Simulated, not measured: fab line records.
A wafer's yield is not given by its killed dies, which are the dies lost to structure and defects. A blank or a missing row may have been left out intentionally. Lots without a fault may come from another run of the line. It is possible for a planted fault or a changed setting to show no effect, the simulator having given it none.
fab line records	flow nandHarc	part 2 of 2: steps 23 to 36 of 36
record lots=5	wafers=15	lastDay=32
route steps=1302 shown P_STI@82 P_GATE@110
lots with no fault: from the same line, run without faults
startH: hours from the record's opening day to when the first of the lot's shown wafers began	waitH: time in hours since the lot's previous step	" same as the row above	L1.1+2: several wafers, shown together as one row	- value missing, or start not given	* or withheld: withheld	< > ~ a bound
route shown NAME@n: a module of which the file shows steps, and the number in the route of the first	usual: mean/standard deviation of fault-free wafers	same: alike in all rows	chamber/n: place in a boat	sites: per-site readings	_std_site: the values' standard deviation	_edge_site: inner sites' mean taken away from outer sites' mean	radiusMm: how far each site lies from the wafer's centre	mask NAME#n: copy n	behind: the tool/chamber that last shaped the wafer	hold: the reason the lot was held/the length of the hold in hours/how it ended	device: whichever transistor did not switch (one of n, p or np)	end of line: tests run on the same wafers once the route is complete	for a step that has no rows: nothing shown but its recipe	killed: dies that structure and defects cost at the first sort, which is not the same as the wafer's yield	map: a wafer's dies, x killed, . not, _ none there
set.NAME: the setting the step ran with; set.NAME@STEP: the setting that earlier step ran with	model.NAME: the simulator's own value behind a step, which no gauge read
a table for each step, a row for each wafer; lots at some steps of the route
services: from which hour (startH, from the record's first day; less than 0 if before it) a tool's chamber was out of use, for how many hours, and why
## steps
# step NHARC_P_STI_ETCH_37
# recipe targetDepthA=110	chemistry=dHF	material=SiO2
lot.wafer	tool	chamber	startH	waitH
L077.2+4+5	wetBench-07	4,6,7	-	-
L078.3+1+2	wetBench-03	1,3,4	-	-
L079.4+2+6	wetBench-03	2,3,4	-	-
L082.1+4+3	wetBench-03	5,6,0	-	-
L094.3+1+5	wetBench-03	1,2,4	-	-
# step NHARC_P_STI_PRECLEAN_38
# recipe timeS=*	tempC=50	bathAgeMin=0	chemistry=SC1
# usual bathHeatDutyPct=7.2/0.81
lot.wafer	tool	chamber	startH	waitH	bathHeatDutyPct
L077.2	wetBench-07	4	-	-	6.8
L077.4	"	6	"	"	7.5
L077.5	"	7	"	"	5.8
L078.3	wetBench-03	1	-	-	6.4
L078.1	"	3	"	"	8.3
L078.2	"	4	"	"	8.0
L079.4	wetBench-03	2	-	-	6.3
L079.2	"	3	"	"	8.8
L079.6	"	4	"	"	8.2
L082.1	wetBench-03	5	-	-	7.4
L082.4	"	6	"	"	5.4
L082.3	"	0	"	"	8.3
L094.3	wetBench-03	1	-	-	7.4
L094.1	"	2	"	"	6.2
L094.5	"	4	"	"	7.6
# step NHARC_P_STI_SRD_39
lot.wafer	tool	chamber	startH	waitH
L077.2+4+5	wetBench-07	4,6,7	-	-
L078.3+1+2	wetBench-03	1,3,4	-	-
L079.4+2+6	wetBench-03	2,3,4	-	-
L082.1+4+3	wetBench-03	5,6,0	-	-
L094.3+1+5	wetBench-03	1,2,4	-	-
# step NHARC_P_STI_OXIDE_40
# recipe targetThkA=100	tempC=900	oxTimeS=1362	material=SiO2
# usual spikeTcLowerC=900.5/1.3	zonePowerCentrePct=18.5/0.38	zonePowerTopPct=38.2/2.5
# same oxTimeS=1362
lot.wafer	tool	chamber	startH	waitH	spikeTcLowerC	zonePowerCentrePct	zonePowerTopPct
L077.2	furnace-08	0	94.71	-	900.6	18.5	36.3
L077.4	"	0	"	"	900.7	18.3	36.9
L077.5	"	0	"	"	898.0	18.4	36.0
L078.1	furnace-01	0	105.77	-	902.0	18.9	42.6
L078.2	"	0	"	"	901.4	19.0	41.8
L078.3	"	0	"	"	902.2	18.7	41.9
L079.2	furnace-08	0	120.87	-	900.2	18.7	36.0
L079.4	"	0	"	"	899.6	18.5	36.9
L079.6	"	0	"	"	898.4	18.8	37.0
L082.1	furnace-01	0	151.87	-	901.5	19.1	42.0
L082.3	"	0	"	"	902.0	18.8	42.3
L082.4	"	0	"	"	900.5	19.2	42.0
L094.1	furnace-08	0	274.38	-	900.9	18.7	36.7
L094.3	"	0	"	"	902.5	18.6	37.0
L094.5	"	0	"	"	902.0	18.2	36.2
# step NHARC_P_STI_INSPECT_25
# usual rawDefectCount=214/82
lot.wafer	tool	chamber	startH	waitH	rawDefectCount
L077.2	defectInspect-02	-	98.72	0.4	257
L077.4	"	-	"	"	219
L077.5	"	-	"	"	185
L078.1	defectInspect-01	-	109.86	0.4	261
L078.2	"	-	"	"	262
L078.3	"	-	"	"	292
L079.2	defectInspect-02	-	124.98	0.4	190
L079.4	"	-	"	"	247
L079.6	"	-	"	"	495
L082.1	defectInspect-01	-	155.86	0.4	190
L082.3	"	-	"	"	205
L082.4	"	-	"	"	221
L094.1	defectInspect-01	-	278.49	0.4	76
L094.3	"	-	"	"	72
L094.5	"	-	"	"	79
# step NHARC_P_GATE_ETCH_69
# recipe targetDepthA=140	chemistry=dHF	material=SiO2
lot.wafer	tool	chamber	startH	waitH
L077.4+5+2	wetBench-06	5,6,7	98.78	0.1
L078.3+2+1	wetBench-09	1,2,6	109.91	0.0
L079.6+4+2	wetBench-09	0,2,3	125.03	0.0
L082.3+4+1	wetBench-09	1,2,3	155.91	0.0
L094.5+1+3	wetBench-09	1,2,3	278.56	0.1
# step NHARC_P_GATE_PRECLEAN_70
# recipe timeS=*	tempC=50	bathAgeMin=0	chemistry=SC1
# usual bathHeatDutyPct=7.2/0.97
lot.wafer	tool	chamber	startH	waitH	bathHeatDutyPct
L077.4	wetBench-06	5	98.87	0.1	6.9
L077.5	"	6	"	"	5.9
L077.2	"	7	"	"	7.3
L078.3	wetBench-09	1	110.01	0.1	7.3
L078.2	"	2	"	"	6.4
L078.1	"	6	"	"	7.2
L079.6	wetBench-09	0	125.13	0.1	7.8
L079.4	"	2	"	"	7.3
L079.2	"	3	"	"	9.4
L082.3	wetBench-09	1	156.01	0.1	7.1
L082.4	"	2	"	"	6.6
L082.1	"	3	"	"	10.0
L094.5	wetBench-09	1	278.64	0.1	7.2
L094.1	"	2	"	"	6.7
L094.3	"	3	"	"	9.6
# step NHARC_P_GATE_SRD_01
lot.wafer	tool	chamber	startH	waitH
L077.4+5+2	wetBench-06	5,6,7	-	-
L078.3+2+1	wetBench-09	1,2,6	-	-
L079.6+4+2	wetBench-09	0,2,3	-	-
L082.3+4+1	wetBench-09	1,2,3	-	-
L094.5+1+3	wetBench-09	1,2,3	-	-
# step NHARC_P_GATE_OXIDE_02
# recipe targetThkA=375	tempC=950	pH2oTorr=720	oxTimeS=365	material=SiO2
# usual spikeTcLowerC=950.0/1.1	zonePowerCentrePct=19.1/0.31	zonePowerTopPct=35.0/1.8
# same oxTimeS=365
lot.wafer	tool	chamber	startH	waitH	spikeTcLowerC	zonePowerCentrePct	zonePowerTopPct
L077.2	furnace-02	0	102.08	-	951.5	19.0	33.2
L077.4	"	0	"	"	948.9	18.7	33.7
L077.5	"	0	"	"	948.4	18.6	33.3
L078.1	furnace-04	0	113.60	-	950.9	19.5	37.6
L078.2	"	0	"	"	950.9	19.8	36.8
L078.3	"	0	"	"	949.8	19.5	37.4
L079.2	furnace-02	0	130.07	-	950.6	19.1	33.0
L079.4	"	0	"	"	952.8	19.0	34.0
L079.6	"	0	"	"	949.6	18.8	33.1
L082.1	furnace-02	0	159.22	-	951.6	19.2	33.4
L082.3	"	0	"	"	949.4	19.0	33.2
L082.4	"	0	"	"	950.2	19.1	33.9
L094.1	furnace-02	0	281.85	-	950.0	19.2	33.3
L094.3	"	0	"	"	950.5	18.7	32.9
L094.5	"	0	"	"	950.5	19.1	33.2
# step NHARC_P_GATE_DEHYDRATE_03
# recipe tempC=150	timeS=120
# usual heaterPowerTotalW=182.7/1.3
lot.wafer	tool	chamber	startH	waitH	heaterPowerTotalW
L077.2	lithoTrack-02	0	106.68	0.4	183.9
L077.4	"	0	"	"	181.7
L077.5	"	0	"	"	180.7
L078.1	lithoTrack-05	0	118.20	0.4	181.4
L078.2	"	0	"	"	184.0
L078.3	"	0	"	"	180.8
L079.2	lithoTrack-02	0	134.64	0.4	182.6
L079.4	"	0	"	"	182.8
L079.6	"	0	"	"	184.6
L082.1	lithoTrack-02	0	163.77	0.4	183.8
L082.3	"	0	"	"	184.5
L082.4	"	0	"	"	180.8
L094.1	lithoTrack-05	0	286.45	0.4	182.2
L094.3	"	0	"	"	183.4
L094.5	"	0	"	"	183.6
# step NHARC_P_GATE_HMDS_04
# recipe timeS=30
lot.wafer	tool	chamber	startH	waitH
L077.2+4+5	lithoTrack-02	0	-	-
L078.1+2+3	lithoTrack-05	0	-	-
L079.2+4+6	lithoTrack-02	0	-	-
L082.1+3+4	lithoTrack-02	0	-	-
L094.1+3+5	lithoTrack-05	0	-	-
# step NHARC_P_GATE_COAT_05
# recipe spinRpm=4690
lot.wafer	tool	chamber	startH	waitH
L077.2+4+5	lithoTrack-02	0	-	-
L078.1+2+3	lithoTrack-05	0	-	-
L079.2+4+6	lithoTrack-02	0	-	-
L082.1+3+4	lithoTrack-02	0	-	-
L094.1+3+5	lithoTrack-05	0	-	-
# step NHARC_P_GATE_SOFTBAKE_06
# recipe tempC=122	timeS=95
# usual heaterPowerTotalW=160.0/0.49
lot.wafer	tool	chamber	startH	waitH	heaterPowerTotalW
L077.2	lithoTrack-02	0	-	-	159.5
L077.4	"	0	"	"	159.2
L077.5	"	0	"	"	160.6
L078.1	lithoTrack-05	0	-	-	159.2
L078.2	"	0	"	"	159.9
L078.3	"	0	"	"	160.6
L079.2	lithoTrack-02	0	-	-	160.7
L079.4	"	0	"	"	160.0
L079.6	"	0	"	"	159.5
L082.1	lithoTrack-02	0	-	-	160.7
L082.3	"	0	"	"	160.1
L082.4	"	0	"	"	159.7
L094.1	lithoTrack-05	0	-	-	159.4
L094.3	"	0	"	"	160.0
L094.5	"	0	"	"	160.5
# step NHARC_P_GATE_EBR_07
lot.wafer	tool	chamber	startH	waitH
L077.2+4+5	lithoTrack-02	0	-	-
L078.1+2+3	lithoTrack-05	0	-	-
L079.2+4+6	lithoTrack-02	0	-	-
L082.1+3+4	lithoTrack-02	0	-	-
L094.1+3+5	lithoTrack-05	0	-	-
## services
tool	chamber	startH	hours	kind
lithoTrack-02	-	52.00	7.0	pm
lithoTrack-07	-	76.00	7.0	pm
rieDiel-12	3	80.96	8.8	repair
wetBench-06	-	87.08	1.1	repair
rieDiel-12	-	91.44	9.0	pm
wetBench-01	-	101.60	8.0	pm
rieDiel-07	-	117.25	9.0	pm
rieDiel-02	1	123.17	6.3	repair
lithoTrack-05	-	124.00	7.0	pm
rieDiel-07	2	137.96	6.3	repair
rieDiel-07	0	143.14	15.0	repair
rieDiel-12	2	157.21	14.8	repair
wetBench-07	-	160.07	8.0	pm
wetBench-09	-	184.39	8.0	pm
hdpcvd-01	-	185.00	13.0	pm
furnace-01	-	208.82	26.0	pm
wetBench-03	-	210.46	8.0	pm
rieDiel-02	-	216.70	9.0	pm
lithoTrack-02	-	227.00	7.0	pm
rieDiel-12	0	247.12	9.7	repair
lithoTrack-07	-	251.00	7.0	pm
wetBench-03	-	263.57	2.0	repair
rieDiel-12	-	268.44	9.0	pm
wetBench-01	-	277.60	8.0	pm
